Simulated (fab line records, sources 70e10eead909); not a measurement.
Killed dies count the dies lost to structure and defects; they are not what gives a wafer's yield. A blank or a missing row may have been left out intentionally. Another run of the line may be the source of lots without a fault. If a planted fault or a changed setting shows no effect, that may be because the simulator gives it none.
fab line records	flow nandHarc
record lots=24	wafers=72	lastDay=25
route steps=1159 shown P_M1@298 P_BONDPAD@365 A_ONON_D1@449
lots that met no fault: taken from a fault-free run of the same line
startH: hours from the record's first day to the start of the lot's first wafer shown	waitH: time in hours since the lot's previous step	" the same as in the row above	L1.1+2: several wafers, shown together as one row	- value missing, or start not given	* or withheld: withheld	< > ~ a bound
route shown NAME@n: a module of which the file shows steps, and the number in the route of the first	usual: mean/standard deviation of fault-free wafers	same: alike in all rows	chamber/n: place in a boat	sites: each site's reading	_std_site: their standard deviation	_edge_site: the outer-site mean with the inner-site mean subtracted	radiusMm: for every site, how far away it sits from the centre of the wafer	mask NAME#n: copy n	behind: the most recent tool/chamber to have shaped the wafer	hold: what put the lot on hold/how long, in hours/how the hold closed	device: the transistor (n, p or np) that didn't switch	end of line: the tests these same wafers got at the end of their route	for a step that has no rows: nothing shown but its recipe	killed: dies lost to structure and defects at the first sort, not the wafer's yield	map: per-die view of a wafer (x killed, . not killed, _ where there is no die)
set.NAME: the setting the step ran with; set.NAME@STEP: the setting that earlier step ran with	model.NAME: the simulator's own value behind a step, which no gauge read
route steps across a sampled set of lots; one table per step, one row per wafer
services: a tool's chamber out of use, with start hour (startH, from the record's first day; less than 0 if before it), hours out, and reason
## steps
# step NHARC_P_M1_DESCUM_14
# recipe timeS=3	o2FlowSccm=200	arFlowSccm=0	biasPowerW=0	chemistry=O2
# usual drypumpMotorCurrentA=6.0/0.3	oesProductAu=1.000/0.0071	rfVppV=57.7/0.88	showerheadPlenumPTorr=1.89/0.072	throttleValvePct=11.311/0.0084
lot.wafer	tool	chamber	startH	waitH	drypumpMotorCurrentA	oesProductAu	rfHoursCounterH	rfVppV	showerheadPlenumPTorr	throttleValvePct
L074.3	rieDiel-03	3	112.08	0.1	5.7	1.005	6	57.1	1.94	11.313
L074.5	"	1	"	"	6.2	0.994	-	57.5	1.82	11.330
L074.6	"	2	"	"	6.0	0.997	-	58.4	1.93	11.309
L075.2	rieDiel-03	0	130.32	0.1	6.0	0.997	6	58.1	1.81	11.317
L075.3	"	1	"	"	6.2	0.989	7	55.9	1.82	11.312
L075.5	"	0	"	"	6.0	1.002	-	58.2	1.81	11.308
L076.2	rieDiel-03	1	130.85	0.1	6.2	0.995	7	56.5	1.82	11.281
L076.5	"	1	"	"	6.2	0.990	-	57.1	1.82	11.312
L076.6	"	2	"	"	6.0	0.992	-	58.4	1.93	11.308
L077.2	rieDiel-03	3	132.00	0.1	5.7	1.001	6	57.6	1.94	11.316
L077.3	"	0	"	"	6.0	0.996	7	57.8	1.81	11.318
L077.5	"	2	"	"	6.0	0.996	-	58.1	1.93	11.304
L078.3	rieDiel-13	2	152.82	0.1	6.3	1.002	3	58.4	2.01	11.317
L078.2	"	3	"	"	6.5	1.000	3	57.3	1.93	11.312
L078.6	"	1	"	"	5.6	1.000	-	57.7	1.85	11.314
L079.1	rieDiel-12	1	154.56	0.1	6.3	1.006	3	58.2	2.01	11.307
L079.4	"	3	"	"	5.6	1.008	3	55.8	1.84	11.303
L079.6	"	1	"	"	6.3	0.997	-	58.7	2.01	11.304
L080.2	rieDiel-13	0	164.32	0.1	6.1	1.007	4	56.2	1.79	11.321
L080.4	"	1	"	"	5.6	0.999	4	57.2	1.85	11.319
L080.5	"	1	"	"	5.7	0.988	-	57.6	1.85	11.306
L081.4	rieDiel-13	3	169.26	0.1	6.6	0.996	4	58.0	1.93	11.313
L081.1	"	0	"	"	6.0	1.003	4	57.1	1.79	11.299
L081.6	"	0	"	"	6.1	1.004	-	57.3	1.79	11.300
L082.4	rieDiel-13	0	175.69	0.1	6.1	1.002	4	60.0	1.79	11.307
L082.2	"	1	"	"	5.6	0.998	4	58.2	1.85	11.316
L082.3	"	2	"	"	6.4	0.999	5	58.1	2.01	11.305
L083.1	rieDiel-13	0	176.05	0.1	6.0	1.000	4	56.9	1.79	11.318
L083.2	"	3	"	"	6.5	0.995	4	57.8	1.93	11.307
L083.5	"	1	"	"	5.6	0.997	-	57.7	1.85	11.313
L084.1	rieDiel-03	2	180.35	0.1	6.0	1.010	9	58.7	1.93	11.316
L084.2	"	3	"	"	5.7	1.001	9	58.5	1.94	11.315
L084.4	"	0	"	"	6.0	1.001	8	58.1	1.80	11.315
L087.3	rieDiel-03	2	195.29	0.1	6.0	1.002	10	58.5	1.93	11.315
L087.1	"	1	"	"	6.2	0.992	10	58.8	1.82	11.316
L087.5	"	2	"	"	6.0	0.987	-	59.2	1.93	11.301
L085.3	rieDiel-03	3	196.00	0.1	5.7	1.006	10	56.9	1.94	11.309
L085.1	"	1	"	"	6.2	1.002	10	57.3	1.82	11.311
L085.6	"	3	"	"	5.7	1.013	-	59.0	1.94	11.306
L088.2	rieDiel-03	2	199.87	0.1	6.0	0.996	10	57.2	1.93	11.308
L088.4	"	3	"	"	5.7	0.999	10	58.7	1.94	11.314
L088.1	"	0	"	"	6.0	1.000	9	58.2	1.80	11.308
L086.3	rieDiel-13	1	207.30	0.1	5.6	0.995	8	58.4	1.85	11.324
L086.6	"	1	"	"	5.6	1.007	-	57.7	1.85	11.305
L086.5	"	2	"	"	6.3	1.006	-	56.9	2.01	11.313
L090.1	rieDiel-13	3	218.55	0.1	6.6	1.000	8	57.2	1.93	11.287
L090.4	"	0	"	"	6.1	1.018	-	56.4	1.79	11.291
L090.6	"	2	"	"	6.4	1.010	-	57.9	2.01	11.301
L089.2	rieDiel-12	1	219.21	0.1	6.3	1.004	0	57.9	2.01	11.317
L089.4	"	2	"	"	5.3	0.992	0	57.1	1.87	11.315
L089.5	"	2	"	"	5.3	0.989	-	55.5	1.87	11.318
L091.3	rieDiel-03	1	226.20	0.1	6.2	0.999	1	58.6	1.82	11.324
L091.1	"	2	"	"	6.0	0.999	1	58.3	1.93	11.293
L091.2	"	3	"	"	5.7	1.007	0	59.1	1.94	11.317
L092.3	rieDiel-12	1	227.28	0.1	6.3	0.998	1	58.0	2.01	11.306
L092.1	"	3	"	"	5.6	1.004	1	56.9	1.84	11.321
L092.4	"	0	"	"	6.2	0.984	1	58.4	1.94	11.331
L093.1	rieDiel-03	2	227.78	0.1	6.0	1.005	1	58.1	1.93	11.312
L093.4	"	3	"	"	5.7	1.008	0	57.9	1.94	11.314
L093.5	"	1	"	"	6.2	1.004	-	56.5	1.81	11.321
L094.2	rieDiel-03	0	239.61	0.1	6.0	0.990	1	59.4	1.80	11.297
L094.4	"	2	"	"	6.0	1.004	2	59.5	1.93	11.306
L094.6	"	0	"	"	6.0	0.995	-	58.1	1.80	11.309
L095.2	rieDiel-03	0	241.77	0.1	6.0	0.992	1	56.8	1.80	11.311
L095.5	"	1	"	"	6.2	1.000	-	57.8	1.81	11.313
L095.6	"	2	"	"	6.0	1.003	-	58.4	1.93	11.302
L097.1	rieDiel-03	2	249.75	0.1	6.0	1.006	2	56.7	1.93	11.300
L097.2	"	0	"	"	6.0	0.990	2	56.2	1.80	11.329
L097.5	"	3	"	"	5.7	1.015	-	59.0	1.94	11.308
L096.1	rieDiel-12	2	250.05	0.1	5.3	1.003	1	58.4	1.87	11.315
L096.5	"	2	"	"	5.3	0.995	-	57.6	1.87	11.301
L096.6	"	3	"	"	5.6	1.009	-	57.3	1.84	11.329
# step NHARC_P_M1_PVD_21
# recipe targetThkA=300	chamberPressurePa=5	powerW=5000	substrateTempC=30	timeS=20.49	material=Cu
# usual throttleValvePct=30.2/0.88
lot.wafer	tool	chamber	startH	waitH	throttleValvePct
L074.3	pvdSputter-03	-	-	-	30.0
L074.5	"	-	"	"	29.8
L074.6	"	-	"	"	31.2
L075.2	pvdSputter-02	-	-	-	27.8
L075.3	"	-	"	"	30.3
L075.5	"	-	"	"	30.4
L076.2	pvdSputter-03	-	-	-	30.1
L076.6	"	-	"	"	30.3
L076.5	"	-	"	"	31.1
L077.2	pvdSputter-03	-	-	-	30.2
L077.3	"	-	"	"	30.9
L077.5	"	-	"	"	29.7
L078.2	pvdSputter-03	-	-	-	30.9
L078.3	"	-	"	"	29.7
L078.6	"	-	"	"	31.7
L079.1	pvdSputter-03	-	-	-	29.8
L079.4	"	-	"	"	30.1
L079.6	"	-	"	"	29.7
L080.2	pvdSputter-03	-	-	-	31.3
L080.4	"	-	"	"	30.1
L080.5	"	-	"	"	30.9
L081.1	pvdSputter-01	-	-	-	30.6
L081.4	"	-	"	"	29.6
L081.6	"	-	"	"	29.4
L082.2	pvdSputter-03	-	-	-	31.5
L082.3	"	-	"	"	30.0
L082.4	"	-	"	"	31.0
L083.2	pvdSputter-03	-	-	-	30.2
L083.1	"	-	"	"	30.0
L083.5	"	-	"	"	29.8
L084.2	pvdSputter-03	-	-	-	31.4
L084.4	"	-	"	"	29.8
L084.1	"	-	"	"	30.0
L087.1	pvdSputter-01	-	-	-	30.6
L087.3	"	-	"	"	29.7
L087.5	"	-	"	"	29.4
L085.1	pvdSputter-02	-	-	-	28.1
L085.3	"	-	"	"	29.8
L085.6	"	-	"	"	28.1
L088.2	pvdSputter-02	-	-	-	29.8
L088.1	"	-	"	"	29.8
L088.4	"	-	"	"	30.1
L086.3	pvdSputter-01	-	-	-	29.9
L086.6	"	-	"	"	30.7
L086.5	"	-	"	"	29.8
L090.1	pvdSputter-03	-	-	-	30.2
L090.4	"	-	"	"	31.5
L090.6	"	-	"	"	30.0
L089.2	pvdSputter-03	-	-	-	29.9
L089.4	"	-	"	"	30.2
L089.5	"	-	"	"	31.7
L091.1	pvdSputter-01	-	-	-	30.5
L091.2	"	-	"	"	30.1
L091.3	"	-	"	"	29.3
L092.3	pvdSputter-01	-	-	-	29.3
L092.1	"	-	"	"	29.8
L092.4	"	-	"	"	29.4
L093.4	pvdSputter-02	-	-	-	29.9
L093.1	"	-	"	"	29.2
L093.5	"	-	"	"	28.5
L094.4	pvdSputter-03	-	-	-	31.8
L094.2	"	-	"	"	29.8
L094.6	"	-	"	"	30.9
L095.2	pvdSputter-01	-	-	-	29.9
L095.5	"	-	"	"	30.1
L095.6	"	-	"	"	29.9
L097.1	pvdSputter-01	-	-	-	30.0
L097.2	"	-	"	"	29.4
L097.5	"	-	"	"	29.8
L096.1	pvdSputter-03	-	-	-	29.8
L096.5	"	-	"	"	31.7
L096.6	"	-	"	"	30.0
# step NHARC_P_M1_DEP_33
# recipe targetThkA=300	tempC=370	targetThkNm=30	pressureTorr=3	flowSccm=200	rfW=450	material=SiCN
# usual heaterPowerOuterW=312/49	heaterPowerW=575/69	rfFwdPowerW=449.0/1.5
lot.wafer	tool	chamber	startH	waitH	heaterPowerOuterW	heaterPowerW	rfFwdPowerW
L074.3	pecvd-04	1	114.85	0.1	353	674	450.7
L074.6	"	2	"	"	466	723	447.3
L074.5	"	0	"	"	360	654	448.9
L075.2	pecvd-02	1	133.09	0.1	318	543	448.7
L075.3	"	2	"	"	318	588	448.5
L075.5	"	1	"	"	317	541	448.9
L076.2	pecvd-03	0	133.65	0.1	325	601	450.0
L076.5	"	1	"	"	278	558	449.5
L076.6	"	2	"	"	245	457	448.7
L077.3	pecvd-02	0	134.76	0.1	298	586	448.9
L077.2	"	1	"	"	293	513	447.9
L077.5	"	0	"	"	311	572	446.9
L078.3	pecvd-04	2	155.60	0.1	394	608	450.2
L078.2	"	0	"	"	332	622	447.6
L078.6	"	1	"	"	320	609	450.8
L079.1	pecvd-04	0	157.35	0.1	336	630	450.0
L079.6	"	2	"	"	451	693	450.8
L079.4	"	0	"	"	346	641	450.7
L080.2	pecvd-02	2	167.15	0.1	355	630	448.2
L080.5	"	2	"	"	347	608	447.3
L080.4	"	0	"	"	290	549	450.6
L081.1	pecvd-03	1	172.06	0.1	324	648	450.0
L081.6	"	0	"	"	325	609	448.4
L081.4	"	2	"	"	244	440	450.2
L082.3	pecvd-02	2	178.42	0.1	321	591	452.3
L082.2	"	0	"	"	280	542	446.3
L082.4	"	2	"	"	324	611	449.9
L083.2	pecvd-02	1	178.82	0.1	283	485	447.4
L083.1	"	2	"	"	359	615	449.0
L083.5	"	0	"	"	294	553	448.4
L084.1	pecvd-03	2	183.44	0.1	282	515	451.8
L084.2	"	0	"	"	266	539	448.9
L084.4	"	1	"	"	354	674	446.5
L087.3	pecvd-02	2	198.31	0.1	307	566	447.3
L087.1	"	0	"	"	308	604	448.9
L087.5	"	0	"	"	306	584	450.6
L085.3	pecvd-03	1	199.65	0.1	317	623	448.0
L085.1	"	0	"	"	267	535	448.4
L085.6	"	2	"	"	277	503	450.7
L088.1	pecvd-02	1	202.63	0.1	307	528	449.0
L088.2	"	2	"	"	296	571	449.2
L088.4	"	0	"	"	270	529	447.8
L086.3	pecvd-02	0	210.08	0.1	267	520	450.2
L086.5	"	2	"	"	306	581	450.7
L086.6	"	1	"	"	273	481	447.0
L090.1	pecvd-04	2	221.40	0.1	436	685	449.7
L090.4	"	2	"	"	439	692	448.0
L090.6	"	0	"	"	327	618	448.1
L089.2	pecvd-03	0	222.03	0.1	305	591	448.0
L089.4	"	0	"	"	300	563	450.0
L089.5	"	1	"	"	328	647	449.0
L091.1	pecvd-02	1	228.99	0.1	261	479	447.0
L091.3	"	2	"	"	364	654	450.9
L091.2	"	0	"	"	307	576	449.9
L092.1	pecvd-02	1	230.01	0.1	257	451	448.4
L092.3	"	0	"	"	263	519	450.4
L092.4	"	1	"	"	244	458	448.4
L093.1	pecvd-04	1	230.50	0.1	276	592	448.6
L093.5	"	1	"	"	276	568	449.5
L093.4	"	0	"	"	317	615	449.5
L094.2	pecvd-03	0	242.41	0.1	310	593	448.1
L094.6	"	2	"	"	293	523	447.9
L094.4	"	0	"	"	309	586	450.5
L095.2	pecvd-02	0	244.49	0.1	235	472	451.0
L095.6	"	0	"	"	227	490	449.8
L095.5	"	1	"	"	228	431	448.1
L097.2	pecvd-02	0	252.53	0.1	239	482	451.5
L097.1	"	1	"	"	307	539	449.1
L097.5	"	2	"	"	336	624	447.3
L096.1	pecvd-04	0	252.80	0.1	348	661	449.4
L096.5	"	0	"	"	352	659	449.7
L096.6	"	1	"	"	318	644	449.2
# step NHARC_P_BONDPAD_OVL_MEAS_38
# usual overlayXNm=1/6.6	overlayYNm=1/6.4
lot.wafer	tool	chamber	startH	waitH	overlayXNm	overlayYNm
L074.3	overlay-01	-	120.70	-	-11	6
L074.5	"	-	"	"	-11	5
L074.6	"	-	"	"	-10	5
L075.2	overlay-02	-	138.67	-	3	6
L075.3	"	-	"	"	4	6
L075.5	"	-	"	"	3	5
L076.2	overlay-02	-	139.62	-	3	4
L076.5	"	-	"	"	3	3
L076.6	"	-	"	"	3	3
L077.2	overlay-02	-	140.70	-	-15	0
L077.3	"	-	"	"	-14	0
L077.5	"	-	"	"	-14	1
L078.2	overlay-02	-	162.37	-	0	4
L078.3	"	-	"	"	-1	4
L078.6	"	-	"	"	0	4
L079.1	overlay-02	-	163.05	-	-5	-6
L079.4	"	-	"	"	-5	-6
L079.6	"	-	"	"	-6	-6
L080.2	overlay-02	-	173.05	-	-5	-5
L080.4	"	-	"	"	-4	-5
L080.5	"	-	"	"	-5	-5
L081.1	overlay-02	-	177.79	-	0	11
L081.4	"	-	"	"	0	11
L081.6	"	-	"	"	0	11
L082.2	overlay-02	-	184.14	-	8	-1
L082.3	"	-	"	"	7	-1
L082.4	"	-	"	"	7	-2
L083.1	overlay-01	-	184.76	-	2	-2
L083.2	"	-	"	"	2	-1
L083.5	"	-	"	"	2	0
L084.1	overlay-01	-	190.08	-	9	-8
L084.2	"	-	"	"	9	-8
L084.4	"	-	"	"	9	-8
L087.1	overlay-01	-	204.51	-	1	2
L087.3	"	-	"	"	0	2
L087.5	"	-	"	"	0	2
L085.1	overlay-02	-	205.51	-	10	7
L085.3	"	-	"	"	10	7
L085.6	"	-	"	"	10	7
L088.1	overlay-01	-	208.57	-	12	4
L088.2	"	-	"	"	12	4
L088.4	"	-	"	"	13	3
L086.3	overlay-02	-	216.16	-	-1	-7
L086.5	"	-	"	"	-1	-7
L086.6	"	-	"	"	-1	-7
L090.1	overlay-02	-	227.34	-	-2	-1
L090.4	"	-	"	"	-1	-1
L090.6	"	-	"	"	-2	-1
L089.2	overlay-01	-	227.91	-	3	1
L089.4	"	-	"	"	4	1
L089.5	"	-	"	"	4	0
L091.1	overlay-01	-	234.84	-	-6	-13
L091.2	"	-	"	"	-6	-13
L091.3	"	-	"	"	-6	-13
L092.1	overlay-02	-	235.79	-	4	5
L092.3	"	-	"	"	5	6
L092.4	"	-	"	"	4	5
L093.1	overlay-01	-	236.39	-	11	-5
L093.4	"	-	"	"	10	-6
L093.5	"	-	"	"	11	-6
L094.2	overlay-01	-	248.80	-	-1	7
L094.4	"	-	"	"	0	6
L094.6	"	-	"	"	0	7
L095.2	overlay-01	-	250.73	-	-2	4
L095.5	"	-	"	"	-2	4
L095.6	"	-	"	"	-2	4
L097.1	overlay-01	-	258.26	-	5	9
L097.2	"	-	"	"	5	9
L097.5	"	-	"	"	5	9
L096.1	overlay-01	-	258.45	-	-6	14
L096.5	"	-	"	"	-6	13
L096.6	"	-	"	"	-5	14
# step NHARC_P_BONDPAD_DEGAS_25
# recipe tempC=300	timeS=60
# usual heaterPowerW=447/38
lot.wafer	tool	chamber	startH	waitH	heaterPowerW
L074.3	pvdSputter-02	-	121.80	-	405
L074.6	"	-	"	"	404
L074.5	"	-	"	"	447
L075.2	pvdSputter-03	-	139.74	-	465
L075.3	"	-	"	"	443
L075.5	"	-	"	"	506
L076.2	pvdSputter-02	-	140.74	-	479
L076.6	"	-	"	"	439
L076.5	"	-	"	"	389
L077.2	pvdSputter-03	-	141.77	-	481
L077.3	"	-	"	"	437
L077.5	"	-	"	"	472
L078.3	pvdSputter-03	-	163.50	-	502
L078.2	"	-	"	"	448
L078.6	"	-	"	"	484
L079.1	pvdSputter-02	-	164.21	-	377
L079.4	"	-	"	"	491
L079.6	"	-	"	"	376
L080.4	pvdSputter-03	-	174.11	-	452
L080.2	"	-	"	"	454
L080.5	"	-	"	"	447
L081.4	pvdSputter-03	-	178.85	-	446
L081.1	"	-	"	"	460
L081.6	"	-	"	"	457
L082.4	pvdSputter-02	-	185.21	-	410
L082.3	"	-	"	"	455
L082.2	"	-	"	"	386
L083.1	pvdSputter-03	-	185.82	-	499
L083.2	"	-	"	"	443
L083.5	"	-	"	"	490
L084.1	pvdSputter-03	-	191.15	-	471
L084.2	"	-	"	"	459
L084.4	"	-	"	"	491
L087.3	pvdSputter-01	-	205.58	-	430
L087.1	"	-	"	"	369
L087.5	"	-	"	"	378
L085.3	pvdSputter-03	-	206.65	-	455
L085.1	"	-	"	"	447
L085.6	"	-	"	"	467
L088.2	pvdSputter-03	-	209.64	-	470
L088.1	"	-	"	"	501
L088.4	"	-	"	"	473
L086.3	pvdSputter-03	-	217.23	-	457
L086.5	"	-	"	"	454
L086.6	"	-	"	"	506
L090.1	pvdSputter-03	-	228.46	-	456
L090.4	"	-	"	"	451
L090.6	"	-	"	"	508
L089.2	pvdSputter-02	-	228.98	-	397
L089.4	"	-	"	"	407
L089.5	"	-	"	"	485
L091.2	pvdSputter-01	-	235.91	-	447
L091.1	"	-	"	"	437
L091.3	"	-	"	"	422
L092.4	pvdSputter-01	-	236.88	-	442
L092.1	"	-	"	"	440
L092.3	"	-	"	"	372
L093.1	pvdSputter-02	-	237.45	-	415
L093.4	"	-	"	"	417
L093.5	"	-	"	"	388
L094.4	pvdSputter-02	-	250.06	-	391
L094.2	"	-	"	"	485
L094.6	"	-	"	"	489
L095.2	pvdSputter-01	-	251.79	-	408
L095.5	"	-	"	"	424
L095.6	"	-	"	"	445
L097.2	pvdSputter-03	-	259.32	-	476
L097.1	"	-	"	"	443
L097.5	"	-	"	"	483
L096.1	pvdSputter-01	-	259.99	-	404
L096.6	"	-	"	"	370
L096.5	"	-	"	"	396
# step NHARC_A_ONON_D1_INSPECT_32
# usual rawDefectCount=72/23
lot.wafer	tool	chamber	startH	waitH	rawDefectCount
L074.3	defectInspect-01	-	158.60	0.0	39
L074.5	"	-	"	"	64
L074.6	"	-	"	"	59
L075.2	defectInspect-01	-	177.65	0.0	142
L075.3	"	-	"	"	74
L075.5	"	-	"	"	76
L077.2	defectInspect-02	-	177.65	0.0	43
L077.3	"	-	"	"	55
L077.5	"	-	"	"	38
L076.2	defectInspect-01	-	177.67	0.0	110
L076.5	"	-	"	"	65
L076.6	"	-	"	"	88
L078.2	defectInspect-02	-	201.46	0.0	98
L078.3	"	-	"	"	88
L078.6	"	-	"	"	77
L079.1	defectInspect-01	-	201.53	0.0	91
L079.4	"	-	"	"	129
L079.6	"	-	"	"	78
L080.2	defectInspect-01	-	213.63	0.0	78
L080.4	"	-	"	"	44
L080.5	"	-	"	"	64
L081.1	defectInspect-02	-	220.81	0.0	75
L081.4	"	-	"	"	72
L081.6	"	-	"	"	70
L083.1	defectInspect-01	-	220.87	0.0	59
L083.2	"	-	"	"	38
L083.5	"	-	"	"	48
L082.2	defectInspect-01	-	221.00	0.0	73
L082.3	"	-	"	"	67
L082.4	"	-	"	"	68
L084.1	defectInspect-01	-	230.97	0.0	81
L084.2	"	-	"	"	104
L084.4	"	-	"	"	121
L087.1	defectInspect-01	-	245.23	0.0	60
L087.3	"	-	"	"	68
L087.5	"	-	"	"	60
L085.1	defectInspect-02	-	245.49	0.0	66
L085.3	"	-	"	"	60
L085.6	"	-	"	"	72
L088.1	defectInspect-01	-	245.50	0.0	84
L088.2	"	-	"	"	105
L088.4	"	-	"	"	87
L086.3	defectInspect-02	-	260.53	0.0	72
L086.5	"	-	"	"	101
L086.6	"	-	"	"	86
L090.1	defectInspect-02	-	266.81	0.0	65
L090.4	"	-	"	"	61
L090.6	"	-	"	"	82
L089.2	defectInspect-01	-	266.82	0.0	96
L089.4	"	-	"	"	56
L089.5	"	-	"	"	87
L093.1	defectInspect-02	-	274.56	0.0	82
L093.4	"	-	"	"	48
L093.5	"	-	"	"	49
L091.1	defectInspect-01	-	274.57	0.0	39
L091.2	"	-	"	"	28
L091.3	"	-	"	"	37
L092.1	defectInspect-02	-	274.58	0.0	52
L092.3	"	-	"	"	113
L092.4	"	-	"	"	67
L095.2	defectInspect-01	-	287.78	0.0	102
L095.5	"	-	"	"	58
L095.6	"	-	"	"	119
L094.2	defectInspect-01	-	288.00	0.0	53
L094.4	"	-	"	"	139
L094.6	"	-	"	"	90
L097.1	defectInspect-01	-	297.60	0.0	74
L097.2	"	-	"	"	96
L097.5	"	-	"	"	106
L096.1	defectInspect-02	-	297.66	0.0	64
L096.5	"	-	"	"	72
L096.6	"	-	"	"	69
## services
tool	chamber	startH	hours	kind
rieDiel-12	0	88.35	45.7	repair
rieDiel-12	2	90.18	7.2	repair
pvdSputter-01	-	98.71	6.3	repair
rieDiel-13	-	99.00	9.0	pm
pvdSputter-03	-	102.00	10.0	pm
pecvd-04	-	109.44	1.2	repair
pecvd-03	-	119.46	13.0	pm
rieDiel-03	2	143.92	2.6	repair
pecvd-02	2	150.86	4.2	repair
pecvd-02	-	153.97	13.0	pm
rieDiel-13	3	155.39	2.8	repair
pvdSputter-01	-	158.01	10.0	pm
rieDiel-03	0	161.25	5.7	repair
rieDiel-12	1	173.11	4.4	repair
rieDiel-13	-	181.77	0.8	repair
pecvd-04	-	195.82	13.0	pm
rieDiel-12	-	202.40	9.0	pm
rieDiel-13	1	213.50	13.5	repair
pvdSputter-02	-	214.00	10.0	pm
rieDiel-03	-	215.30	9.0	pm
rieDiel-13	3	219.79	1.8	repair
pvdSputter-02	-	226.61	1.8	repair
rieDiel-12	2	236.14	4.7	repair
pecvd-03	-	247.01	0.8	repair
## key
fault none
